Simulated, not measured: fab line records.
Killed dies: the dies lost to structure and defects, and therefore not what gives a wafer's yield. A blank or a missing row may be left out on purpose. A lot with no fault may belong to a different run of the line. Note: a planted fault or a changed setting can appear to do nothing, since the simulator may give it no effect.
fab line records || flow n5Finfet
record {"lots": 6, "wafers": 18, "lastDay": 17}
route steps=1938 shown BEOL_M11@1597 BEOL_M12@1602
lots that met no fault: from a run of the same line without faults
startH: start of the lot's first displayed wafer, in hours after the record's first day || waitH: hours since the lot's step before || " as in the row above || L1.1+2: several wafers, shown together as one row || - either no value or no given start || * or withheld: withheld || < > ~ a bound
route shown NAME@n: a module of which the file shows steps, and the number in the route of the first || usual: average and standard deviation across the fault-free wafers || same: alike in all rows || chamber/n: place in a boat || sites: per-site readings || _std_site: their standard deviation || _edge_site: inner sites' mean taken away from outer sites' mean || radiusMm: for every site, how far away it sits from the centre of the wafer || mask NAME#n: copy n || behind: the last tool/chamber to shape the wafer || hold: why the lot went on hold/how many hours it stayed there/how the hold came to an end || device: transistor that didn't switch, given as n, p or np || end of line: at the end of the route, the tests of the same wafers || for a step that has no rows: nothing shown but its recipe || killed: count of dies lost to structure and defects at first sort (not the wafer's yield) || map: a wafer's dies, marking killed ones x, the rest . and places with no die _
set.NAME: the setting that was run; set.NAME@STEP: the one run at that earlier step || model.NAME: the simulator's own value behind a step, which no gauge read
a table for each step, a row for each wafer; lots at some steps of the route
services: the hour from which a tool's chamber was out of use, counted from the record's first day as startH (under 0 if before that day), plus the number of hours and why
## steps
# step N5_BEOL_M11_THK_MEAS_53
# recipe {"thkMeasGauge": "xrf", "reads": "Cu_of_BEOL_M11_ECD_50"}
# usual {"M11_THK": "142.5/2.5"}
{"lot.wafer": "L880.2", "tool": "filmMetro-02", "chamber": "-", "startH": 226.67, "waitH": "-", "M11_THK[nm]": 145.4}
{"lot.wafer": "L880.4", "tool": "filmMetro-02", "chamber": "-", "startH": 226.67, "waitH": "-", "M11_THK[nm]": 146.0}
{"lot.wafer": "L880.5", "tool": "filmMetro-02", "chamber": "-", "startH": 226.67, "waitH": "-", "M11_THK[nm]": 143.4}
{"lot.wafer": "L887.1", "tool": "filmMetro-02", "chamber": "-", "startH": 280.58, "waitH": "-", "M11_THK[nm]": 138.3}
{"lot.wafer": "L887.2", "tool": "filmMetro-02", "chamber": "-", "startH": 280.58, "waitH": "-", "M11_THK[nm]": 143.0}
{"lot.wafer": "L887.3", "tool": "filmMetro-02", "chamber": "-", "startH": 280.58, "waitH": "-", "M11_THK[nm]": 139.5}
{"lot.wafer": "L897.1", "tool": "filmMetro-01", "chamber": "-", "startH": 324.07, "waitH": "-", "M11_THK[nm]": 138.3}
{"lot.wafer": "L897.3", "tool": "filmMetro-01", "chamber": "-", "startH": 324.07, "waitH": "-", "M11_THK[nm]": 142.8}
{"lot.wafer": "L897.4", "tool": "filmMetro-01", "chamber": "-", "startH": 324.07, "waitH": "-", "M11_THK[nm]": 143.5}
{"lot.wafer": "L898.2", "tool": "filmMetro-01", "chamber": "-", "startH": 330.52, "waitH": 0.1, "M11_THK[nm]": 143.2}
{"lot.wafer": "L898.3", "tool": "filmMetro-01", "chamber": "-", "startH": 330.52, "waitH": 0.1, "M11_THK[nm]": 145.4}
{"lot.wafer": "L898.5", "tool": "filmMetro-01", "chamber": "-", "startH": 330.52, "waitH": 0.1, "M11_THK[nm]": 142.5}
{"lot.wafer": "L896.1", "tool": "filmMetro-01", "chamber": "-", "startH": 331.20, "waitH": "-", "M11_THK[nm]": 143.4}
{"lot.wafer": "L896.3", "tool": "filmMetro-01", "chamber": "-", "startH": 331.20, "waitH": "-", "M11_THK[nm]": 143.4}
{"lot.wafer": "L896.4", "tool": "filmMetro-01", "chamber": "-", "startH": 331.20, "waitH": "-", "M11_THK[nm]": 146.9}
{"lot.wafer": "L901.3", "tool": "filmMetro-01", "chamber": "-", "startH": 361.23, "waitH": "-", "M11_THK[nm]": 140.8}
{"lot.wafer": "L901.5", "tool": "filmMetro-01", "chamber": "-", "startH": 361.23, "waitH": "-", "M11_THK[nm]": 140.5}
{"lot.wafer": "L901.6", "tool": "filmMetro-01", "chamber": "-", "startH": 361.23, "waitH": "-", "M11_THK[nm]": 145.8}
# step N5_BEOL_M11_PRE_CLEAN_55
# recipe {"gas": "NH3", "timeS": 15, "tempC": "withheld", "rfPowerW": 300}
# step N5_BEOL_M11_DEP_56
# recipe {"material": "SiCN", "targetThkA": 300, "tempC": "withheld", "precursor": "3MS/NH3", "pressureTorr": 3, "rfW": 675, "timeS": 10.5}
# usual {"showerheadPlenumPTorr": "4.158/0.016", "throttleValvePct": "17.7/0.77"}
{"lot.wafer": "L880.2", "tool": "pecvd-01", "chamber": 2, "startH": 226.73, "waitH": 0.0, "showerheadPlenumPTorr": 4.160, "throttleValvePct": 16.6}
{"lot.wafer": "L880.4", "tool": "pecvd-01", "chamber": 2, "startH": 226.73, "waitH": 0.0, "showerheadPlenumPTorr": 4.150, "throttleValvePct": 16.7}
{"lot.wafer": "L880.5", "tool": "pecvd-01", "chamber": 1, "startH": 226.73, "waitH": 0.0, "showerheadPlenumPTorr": 4.148, "throttleValvePct": 17.9}
{"lot.wafer": "L887.1", "tool": "pecvd-01", "chamber": 1, "startH": 280.65, "waitH": 0.0, "showerheadPlenumPTorr": 4.148, "throttleValvePct": 18.2}
{"lot.wafer": "L887.2", "tool": "pecvd-01", "chamber": 0, "startH": 280.65, "waitH": 0.0, "showerheadPlenumPTorr": 4.151, "throttleValvePct": 17.9}
{"lot.wafer": "L887.3", "tool": "pecvd-01", "chamber": 2, "startH": 280.65, "waitH": 0.0, "showerheadPlenumPTorr": 4.160, "throttleValvePct": 16.9}
{"lot.wafer": "L897.1", "tool": "pecvd-02", "chamber": 0, "startH": 324.14, "waitH": 0.0, "showerheadPlenumPTorr": 4.192, "throttleValvePct": 17.4}
{"lot.wafer": "L897.3", "tool": "pecvd-02", "chamber": 2, "startH": 324.14, "waitH": 0.0, "showerheadPlenumPTorr": 4.173, "throttleValvePct": 19.1}
{"lot.wafer": "L897.4", "tool": "pecvd-02", "chamber": 2, "startH": 324.14, "waitH": 0.0, "showerheadPlenumPTorr": 4.179, "throttleValvePct": 18.9}
{"lot.wafer": "L898.2", "tool": "pecvd-02", "chamber": 2, "startH": 330.58, "waitH": 0.0, "showerheadPlenumPTorr": 4.173, "throttleValvePct": 19.0}
{"lot.wafer": "L898.3", "tool": "pecvd-02", "chamber": 1, "startH": 330.58, "waitH": 0.0, "showerheadPlenumPTorr": 4.145, "throttleValvePct": 18.0}
{"lot.wafer": "L898.5", "tool": "pecvd-02", "chamber": 0, "startH": 330.58, "waitH": 0.0, "showerheadPlenumPTorr": 4.189, "throttleValvePct": 17.7}
{"lot.wafer": "L896.1", "tool": "pecvd-04", "chamber": 2, "startH": 331.27, "waitH": 0.0, "showerheadPlenumPTorr": 4.161, "throttleValvePct": 16.4}
{"lot.wafer": "L896.3", "tool": "pecvd-04", "chamber": 1, "startH": 331.27, "waitH": 0.0, "showerheadPlenumPTorr": 4.141, "throttleValvePct": 18.5}
{"lot.wafer": "L896.4", "tool": "pecvd-04", "chamber": 0, "startH": 331.27, "waitH": 0.0, "showerheadPlenumPTorr": 4.173, "throttleValvePct": 18.2}
{"lot.wafer": "L901.3", "tool": "pecvd-01", "chamber": 2, "startH": 361.29, "waitH": 0.0, "showerheadPlenumPTorr": 4.154, "throttleValvePct": 16.8}
{"lot.wafer": "L901.5", "tool": "pecvd-01", "chamber": 2, "startH": 361.29, "waitH": 0.0, "showerheadPlenumPTorr": 4.163, "throttleValvePct": 17.0}
{"lot.wafer": "L901.6", "tool": "pecvd-01", "chamber": 0, "startH": 361.29, "waitH": 0.0, "showerheadPlenumPTorr": 4.155, "throttleValvePct": 18.0}
# step N5_BEOL_M11_RS_MEAS_57
# recipe {"thkMeasGauge": "four-point-probe", "reads": "Cu_of_BEOL_M11_ECD_50+Co_of_BEOL_M11_CVD_75+TaN_of_BEOL_M11_ALD_74"}
# usual {"M11_RS": "0.1518/0.0025"}
{"lot.wafer": "L880.2", "tool": "filmMetro-02", "chamber": "-", "startH": 226.79, "waitH": 0.0, "M11_RS[ohm/sq]": 0.1493}
{"lot.wafer": "L880.4", "tool": "filmMetro-02", "chamber": "-", "startH": 226.79, "waitH": 0.0, "M11_RS[ohm/sq]": 0.1487}
{"lot.wafer": "L880.5", "tool": "filmMetro-02", "chamber": "-", "startH": 226.79, "waitH": 0.0, "M11_RS[ohm/sq]": 0.1509}
{"lot.wafer": "L887.1", "tool": "filmMetro-01", "chamber": "-", "startH": 280.71, "waitH": 0.0, "M11_RS[ohm/sq]": 0.1542}
{"lot.wafer": "L887.2", "tool": "filmMetro-01", "chamber": "-", "startH": 280.71, "waitH": 0.0, "M11_RS[ohm/sq]": 0.1496}
{"lot.wafer": "L887.3", "tool": "filmMetro-01", "chamber": "-", "startH": 280.71, "waitH": 0.0, "M11_RS[ohm/sq]": 0.1535}
{"lot.wafer": "L897.1", "tool": "filmMetro-02", "chamber": "-", "startH": 324.20, "waitH": 0.0, "M11_RS[ohm/sq]": 0.1562}
{"lot.wafer": "L897.3", "tool": "filmMetro-02", "chamber": "-", "startH": 324.20, "waitH": 0.0, "M11_RS[ohm/sq]": 0.1499}
{"lot.wafer": "L897.4", "tool": "filmMetro-02", "chamber": "-", "startH": 324.20, "waitH": 0.0, "M11_RS[ohm/sq]": 0.1502}
{"lot.wafer": "L898.2", "tool": "filmMetro-01", "chamber": "-", "startH": 330.65, "waitH": 0.0, "M11_RS[ohm/sq]": 0.1517}
{"lot.wafer": "L898.3", "tool": "filmMetro-01", "chamber": "-", "startH": 330.65, "waitH": 0.0, "M11_RS[ohm/sq]": 0.1488}
{"lot.wafer": "L898.5", "tool": "filmMetro-01", "chamber": "-", "startH": 330.65, "waitH": 0.0, "M11_RS[ohm/sq]": 0.1520}
{"lot.wafer": "L896.1", "tool": "filmMetro-02", "chamber": "-", "startH": 331.33, "waitH": 0.0, "M11_RS[ohm/sq]": 0.1522}
{"lot.wafer": "L896.3", "tool": "filmMetro-02", "chamber": "-", "startH": 331.33, "waitH": 0.0, "M11_RS[ohm/sq]": 0.1532}
{"lot.wafer": "L896.4", "tool": "filmMetro-02", "chamber": "-", "startH": 331.33, "waitH": 0.0, "M11_RS[ohm/sq]": 0.1492}
{"lot.wafer": "L901.3", "tool": "filmMetro-02", "chamber": "-", "startH": 361.36, "waitH": 0.0, "M11_RS[ohm/sq]": 0.1543}
{"lot.wafer": "L901.5", "tool": "filmMetro-02", "chamber": "-", "startH": 361.36, "waitH": 0.0, "M11_RS[ohm/sq]": 0.1559}
{"lot.wafer": "L901.6", "tool": "filmMetro-02", "chamber": "-", "startH": 361.36, "waitH": 0.0, "M11_RS[ohm/sq]": 0.1491}
# step N5_BEOL_M11_INSPECT_58
# recipe {"inspectInstrument": "darkfield", "mode": "postDep"}
# usual {"rawDefectCount": "60/20"}
{"lot.wafer": "L880.2", "tool": "defectInspect-01", "chamber": "-", "startH": 226.82, "waitH": 0.0, "rawDefectCount": 84}
{"lot.wafer": "L880.4", "tool": "defectInspect-01", "chamber": "-", "startH": 226.82, "waitH": 0.0, "rawDefectCount": 76}
{"lot.wafer": "L880.5", "tool": "defectInspect-01", "chamber": "-", "startH": 226.82, "waitH": 0.0, "rawDefectCount": 71}
{"lot.wafer": "L887.1", "tool": "defectInspect-01", "chamber": "-", "startH": 280.73, "waitH": 0.0, "rawDefectCount": 54}
{"lot.wafer": "L887.2", "tool": "defectInspect-01", "chamber": "-", "startH": 280.73, "waitH": 0.0, "rawDefectCount": 48}
{"lot.wafer": "L887.3", "tool": "defectInspect-01", "chamber": "-", "startH": 280.73, "waitH": 0.0, "rawDefectCount": 44}
{"lot.wafer": "L897.1", "tool": "defectInspect-01", "chamber": "-", "startH": 324.22, "waitH": 0.0, "rawDefectCount": 45}
{"lot.wafer": "L897.3", "tool": "defectInspect-01", "chamber": "-", "startH": 324.22, "waitH": 0.0, "rawDefectCount": 45}
{"lot.wafer": "L897.4", "tool": "defectInspect-01", "chamber": "-", "startH": 324.22, "waitH": 0.0, "rawDefectCount": 55}
{"lot.wafer": "L898.2", "tool": "defectInspect-01", "chamber": "-", "startH": 330.67, "waitH": 0.0, "rawDefectCount": 38}
{"lot.wafer": "L898.3", "tool": "defectInspect-01", "chamber": "-", "startH": 330.67, "waitH": 0.0, "rawDefectCount": 54}
{"lot.wafer": "L898.5", "tool": "defectInspect-01", "chamber": "-", "startH": 330.67, "waitH": 0.0, "rawDefectCount": 60}
{"lot.wafer": "L896.1", "tool": "defectInspect-01", "chamber": "-", "startH": 331.35, "waitH": 0.0, "rawDefectCount": 67}
{"lot.wafer": "L896.3", "tool": "defectInspect-01", "chamber": "-", "startH": 331.35, "waitH": 0.0, "rawDefectCount": 46}
{"lot.wafer": "L896.4", "tool": "defectInspect-01", "chamber": "-", "startH": 331.35, "waitH": 0.0, "rawDefectCount": 44}
{"lot.wafer": "L901.3", "tool": "defectInspect-02", "chamber": "-", "startH": 361.38, "waitH": 0.0, "rawDefectCount": 88}
{"lot.wafer": "L901.5", "tool": "defectInspect-02", "chamber": "-", "startH": 361.38, "waitH": 0.0, "rawDefectCount": 47}
{"lot.wafer": "L901.6", "tool": "defectInspect-02", "chamber": "-", "startH": 361.38, "waitH": 0.0, "rawDefectCount": 63}
# step N5_BEOL_M12_ILD_DEP_00
# recipe {"material": "SiOC", "targetThkA": 6589.2, "tempC": 350, "precursor": "DEMS/O2", "pressureTorr": 5, "rfW": 500, "timeS": 130.7}
# usual {"heaterPowerW": "537/72", "showerheadPlenumPTorr": "5.698/0.014", "susceptorTempC": "350.00/0.21", "throttleValvePct": "11.9/0.48"}
{"lot.wafer": "L880.2", "tool": "pecvd-02", "chamber": 1, "startH": 226.86, "waitH": 0.0, "heaterPowerW": 463, "showerheadPlenumPTorr": 5.683, "susceptorTempC": 350.12, "throttleValvePct": 11.4}
{"lot.wafer": "L880.4", "tool": "pecvd-02", "chamber": 1, "startH": 226.86, "waitH": 0.0, "heaterPowerW": 497, "showerheadPlenumPTorr": 5.689, "susceptorTempC": 350.00, "throttleValvePct": 11.6}
{"lot.wafer": "L880.5", "tool": "pecvd-02", "chamber": 2, "startH": 226.86, "waitH": 0.0, "heaterPowerW": 620, "showerheadPlenumPTorr": 5.702, "susceptorTempC": 350.33, "throttleValvePct": 12.6}
{"lot.wafer": "L887.1", "tool": "pecvd-04", "chamber": 0, "startH": 280.77, "waitH": 0.0, "heaterPowerW": 685, "showerheadPlenumPTorr": 5.718, "susceptorTempC": 350.20, "throttleValvePct": 11.8}
{"lot.wafer": "L887.2", "tool": "pecvd-04", "chamber": 1, "startH": 280.77, "waitH": 0.0, "heaterPowerW": 500, "showerheadPlenumPTorr": 5.688, "susceptorTempC": 350.03, "throttleValvePct": 12.4}
{"lot.wafer": "L887.3", "tool": "pecvd-04", "chamber": 2, "startH": 280.77, "waitH": 0.0, "heaterPowerW": 604, "showerheadPlenumPTorr": 5.706, "susceptorTempC": 349.84, "throttleValvePct": 10.9}
{"lot.wafer": "L897.1", "tool": "pecvd-02", "chamber": 1, "startH": 324.26, "waitH": 0.0, "heaterPowerW": 473, "showerheadPlenumPTorr": 5.669, "susceptorTempC": 349.96, "throttleValvePct": 11.5}
{"lot.wafer": "L897.3", "tool": "pecvd-02", "chamber": 0, "startH": 324.26, "waitH": 0.0, "heaterPowerW": 528, "showerheadPlenumPTorr": 5.709, "susceptorTempC": 350.06, "throttleValvePct": 11.5}
{"lot.wafer": "L897.4", "tool": "pecvd-02", "chamber": 0, "startH": 324.26, "waitH": 0.0, "heaterPowerW": 536, "showerheadPlenumPTorr": 5.707, "susceptorTempC": 349.69, "throttleValvePct": 11.2}
{"lot.wafer": "L898.2", "tool": "pecvd-02", "chamber": 0, "startH": 330.71, "waitH": 0.0, "heaterPowerW": 597, "showerheadPlenumPTorr": 5.701, "susceptorTempC": 350.32, "throttleValvePct": 11.8}
{"lot.wafer": "L898.3", "tool": "pecvd-02", "chamber": 2, "startH": 330.71, "waitH": 0.0, "heaterPowerW": 509, "showerheadPlenumPTorr": 5.722, "susceptorTempC": 349.99, "throttleValvePct": 12.6}
{"lot.wafer": "L898.5", "tool": "pecvd-02", "chamber": 2, "startH": 330.71, "waitH": 0.0, "heaterPowerW": 541, "showerheadPlenumPTorr": 5.692, "susceptorTempC": 349.93, "throttleValvePct": 12.7}
{"lot.wafer": "L896.1", "tool": "pecvd-04", "chamber": 0, "startH": 331.39, "waitH": 0.0, "heaterPowerW": 720, "showerheadPlenumPTorr": 5.699, "susceptorTempC": 350.56, "throttleValvePct": 12.0}
{"lot.wafer": "L896.3", "tool": "pecvd-04", "chamber": 2, "startH": 331.39, "waitH": 0.0, "heaterPowerW": 578, "showerheadPlenumPTorr": 5.706, "susceptorTempC": 349.83, "throttleValvePct": 10.8}
{"lot.wafer": "L896.4", "tool": "pecvd-04", "chamber": 2, "startH": 331.39, "waitH": 0.0, "heaterPowerW": 610, "showerheadPlenumPTorr": 5.711, "susceptorTempC": 349.50, "throttleValvePct": 11.0}
{"lot.wafer": "L901.3", "tool": "pecvd-02", "chamber": 1, "startH": 361.42, "waitH": 0.0, "heaterPowerW": 501, "showerheadPlenumPTorr": 5.673, "susceptorTempC": 350.23, "throttleValvePct": 11.6}
{"lot.wafer": "L901.5", "tool": "pecvd-02", "chamber": 2, "startH": 361.42, "waitH": 0.0, "heaterPowerW": 515, "showerheadPlenumPTorr": 5.699, "susceptorTempC": 349.90, "throttleValvePct": 12.5}
{"lot.wafer": "L901.6", "tool": "pecvd-02", "chamber": 0, "startH": 361.42, "waitH": 0.0, "heaterPowerW": 578, "showerheadPlenumPTorr": 5.706, "susceptorTempC": 349.61, "throttleValvePct": 11.8}
# step N5_BEOL_M12_THK_MEAS_01
# recipe {"reads": "SiOC_of_BEOL_M12_ILD_DEP_00"}
# usual {"M12_ILD_THK": "660/8.1"}
{"lot.wafer": "L880.2", "tool": "filmMetro-02", "chamber": "-", "startH": 226.99, "waitH": 0.1, "M12_ILD_THK[nm]": 655}
{"lot.wafer": "L880.4", "tool": "filmMetro-02", "chamber": "-", "startH": 226.99, "waitH": 0.1, "M12_ILD_THK[nm]": 661}
{"lot.wafer": "L880.5", "tool": "filmMetro-02", "chamber": "-", "startH": 226.99, "waitH": 0.1, "M12_ILD_THK[nm]": 659}
{"lot.wafer": "L887.1", "tool": "filmMetro-01", "chamber": "-", "startH": 280.90, "waitH": 0.1, "M12_ILD_THK[nm]": 662}
{"lot.wafer": "L887.2", "tool": "filmMetro-01", "chamber": "-", "startH": 280.90, "waitH": 0.1, "M12_ILD_THK[nm]": 655}
{"lot.wafer": "L887.3", "tool": "filmMetro-01", "chamber": "-", "startH": 280.90, "waitH": 0.1, "M12_ILD_THK[nm]": 660}
{"lot.wafer": "L897.1", "tool": "filmMetro-02", "chamber": "-", "startH": 324.39, "waitH": 0.1, "M12_ILD_THK[nm]": 661}
{"lot.wafer": "L897.3", "tool": "filmMetro-02", "chamber": "-", "startH": 324.39, "waitH": 0.1, "M12_ILD_THK[nm]": 656}
{"lot.wafer": "L897.4", "tool": "filmMetro-02", "chamber": "-", "startH": 324.39, "waitH": 0.1, "M12_ILD_THK[nm]": 665}
{"lot.wafer": "L898.2", "tool": "filmMetro-01", "chamber": "-", "startH": 330.84, "waitH": 0.1, "M12_ILD_THK[nm]": 642}
{"lot.wafer": "L898.3", "tool": "filmMetro-01", "chamber": "-", "startH": 330.84, "waitH": 0.1, "M12_ILD_THK[nm]": 648}
{"lot.wafer": "L898.5", "tool": "filmMetro-01", "chamber": "-", "startH": 330.84, "waitH": 0.1, "M12_ILD_THK[nm]": 669}
{"lot.wafer": "L896.1", "tool": "filmMetro-02", "chamber": "-", "startH": 331.52, "waitH": 0.1, "M12_ILD_THK[nm]": 662}
{"lot.wafer": "L896.3", "tool": "filmMetro-02", "chamber": "-", "startH": 331.52, "waitH": 0.1, "M12_ILD_THK[nm]": 659}
{"lot.wafer": "L896.4", "tool": "filmMetro-02", "chamber": "-", "startH": 331.52, "waitH": 0.1, "M12_ILD_THK[nm]": 672}
{"lot.wafer": "L901.3", "tool": "filmMetro-01", "chamber": "-", "startH": 361.55, "waitH": 0.1, "M12_ILD_THK[nm]": 663}
{"lot.wafer": "L901.5", "tool": "filmMetro-01", "chamber": "-", "startH": 361.55, "waitH": 0.1, "M12_ILD_THK[nm]": 677}
{"lot.wafer": "L901.6", "tool": "filmMetro-01", "chamber": "-", "startH": 361.55, "waitH": 0.1, "M12_ILD_THK[nm]": 670}
# step N5_BEOL_M12_COAT_58
# recipe {"resist": "BARC", "tempC": 205, "timeS": 60, "spinRpm": 1500, "resistThkNm": 89}
# step N5_BEOL_M12_COAT_04
# recipe {"spinRpm": 1625, "resistThkNm": 400}
# step N5_BEOL_M12_EBR_06
# recipe {"solvent": "PGMEA", "ebrWidthMm": 1.5}
# step N5_BEOL_M12_SOFTBAKE_05
# recipe {"tempC": 130, "timeS": 60}
# step N5_BEOL_M12_EXPOSE_07
# recipe {"maskId": "V11", "na": 0.93, "sourceShape": "conventional", "sigmaOuter": 0.6, "polarization": "unpolarized", "attpsmPhaseDeg": 180, "doseMj": 32.5}
# step N5_BEOL_M12_PEB_08
# recipe {"pebTempC": 130, "pebTimeS": 90}
# usual {"chillPlateTempC": "22.99/0.11", "exhaustPa": "45.0/0.85"}
{"lot.wafer": "L880.2", "tool": "lithoTrack-03", "chamber": 0, "startH": 227.30, "waitH": 0.0, "chillPlateTempC": 22.90, "exhaustPa": 47.2}
{"lot.wafer": "L880.4", "tool": "lithoTrack-03", "chamber": 0, "startH": 227.30, "waitH": 0.0, "chillPlateTempC": 22.99, "exhaustPa": 47.1}
{"lot.wafer": "L880.5", "tool": "lithoTrack-03", "chamber": 0, "startH": 227.30, "waitH": 0.0, "chillPlateTempC": 22.98, "exhaustPa": 45.9}
{"lot.wafer": "L887.1", "tool": "lithoTrack-02", "chamber": 0, "startH": 281.09, "waitH": 0.1, "chillPlateTempC": 23.01, "exhaustPa": 45.4}
{"lot.wafer": "L887.2", "tool": "lithoTrack-02", "chamber": 0, "startH": 281.09, "waitH": 0.1, "chillPlateTempC": 22.99, "exhaustPa": 46.3}
{"lot.wafer": "L887.3", "tool": "lithoTrack-02", "chamber": 0, "startH": 281.09, "waitH": 0.1, "chillPlateTempC": 22.87, "exhaustPa": 45.7}
{"lot.wafer": "L897.1", "tool": "lithoTrack-03", "chamber": "-", "startH": 324.71, "waitH": 0.1, "chillPlateTempC": "-", "exhaustPa": "-"}
{"lot.wafer": "L897.3", "tool": "lithoTrack-03", "chamber": "-", "startH": 324.71, "waitH": 0.1, "chillPlateTempC": "-", "exhaustPa": "-"}
{"lot.wafer": "L897.4", "tool": "lithoTrack-03", "chamber": "-", "startH": 324.71, "waitH": 0.1, "chillPlateTempC": "-", "exhaustPa": "-"}
{"lot.wafer": "L898.2", "tool": "lithoTrack-05", "chamber": "-", "startH": 331.16, "waitH": 0.0, "chillPlateTempC": "-", "exhaustPa": "-"}
{"lot.wafer": "L898.3", "tool": "lithoTrack-05", "chamber": "-", "startH": 331.16, "waitH": 0.0, "chillPlateTempC": "-", "exhaustPa": "-"}
{"lot.wafer": "L898.5", "tool": "lithoTrack-05", "chamber": "-", "startH": 331.16, "waitH": 0.0, "chillPlateTempC": "-", "exhaustPa": "-"}
{"lot.wafer": "L896.1", "tool": "lithoTrack-03", "chamber": 0, "startH": 331.71, "waitH": 0.1, "chillPlateTempC": 23.12, "exhaustPa": 44.7}
{"lot.wafer": "L896.3", "tool": "lithoTrack-03", "chamber": 0, "startH": 331.71, "waitH": 0.1, "chillPlateTempC": 23.02, "exhaustPa": 43.9}
{"lot.wafer": "L896.4", "tool": "lithoTrack-03", "chamber": 0, "startH": 331.71, "waitH": 0.1, "chillPlateTempC": 22.96, "exhaustPa": 44.8}
{"lot.wafer": "L901.3", "tool": "lithoTrack-05", "chamber": 0, "startH": 361.74, "waitH": 0.0, "chillPlateTempC": 22.90, "exhaustPa": 44.7}
{"lot.wafer": "L901.5", "tool": "lithoTrack-05", "chamber": 0, "startH": 361.74, "waitH": 0.0, "chillPlateTempC": 22.96, "exhaustPa": 44.1}
{"lot.wafer": "L901.6", "tool": "lithoTrack-05", "chamber": 0, "startH": 361.74, "waitH": 0.0, "chillPlateTempC": 23.01, "exhaustPa": 45.1}
# step N5_BEOL_M12_DEVELOP_09
# recipe {"developTimeS": 45, "rinseLiquid": "diw", "dry": "airSpin", "devTempC": 21}
## services
{"tool": "pecvd-04", "chamber": 2, "startH": 205.34, "hours": "-", "kind": "clean"}
{"tool": "pecvd-04", "chamber": 2, "startH": 205.34, "hours": "-", "kind": "consumableReplace:showerhead"}
{"tool": "pecvd-04", "chamber": 2, "startH": 205.34, "hours": 29.0, "kind": "scheduledDown"}
{"tool": "pecvd-04", "chamber": 2, "startH": 205.34, "hours": 29.0, "kind": "ventCycle"}
{"tool": "pecvd-01", "chamber": 1, "startH": 274.01, "hours": 5.5, "kind": "scheduledDown"}
{"tool": "pecvd-01", "chamber": "-", "startH": 330.40, "hours": 2.8, "kind": "pm"}
## key
firstSign {"step": "N5_BEOL_M12_PEB_08", "reading": "toolRecord", "direction": "missing"}
effect none on later readings
metAt N5_BEOL_M12_PEB_08
struckWafers L897.1,L897.3,L897.4,L898.2,L898.3,L898.5
laterRowsLeftOut L897.1,L897.3,L897.4,L898.2,L898.3,L898.5
sortLeftOut L897.1,L897.3,L897.4,L898.2,L898.3,L898.5
onsetBetween 227.30 324.71
fault {"kind": "skippedStepWhole", "tool": "lithoTrack-03,lithoTrack-05", "chamber": "-", "onsetH": 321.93, "steps": "N5_BEOL_M12_PEB_08", "scope": "struckLotsOnly"}
# sortLeftOut: the simulated sort isn't trusted on such a fault, so these wafers' sort isn't shown, and their yield isn't known
# laterRowsLeftOut: the simulator's readings of these wafers behind a module that went badly wrong aren't trusted and aren't shown, but for the sort
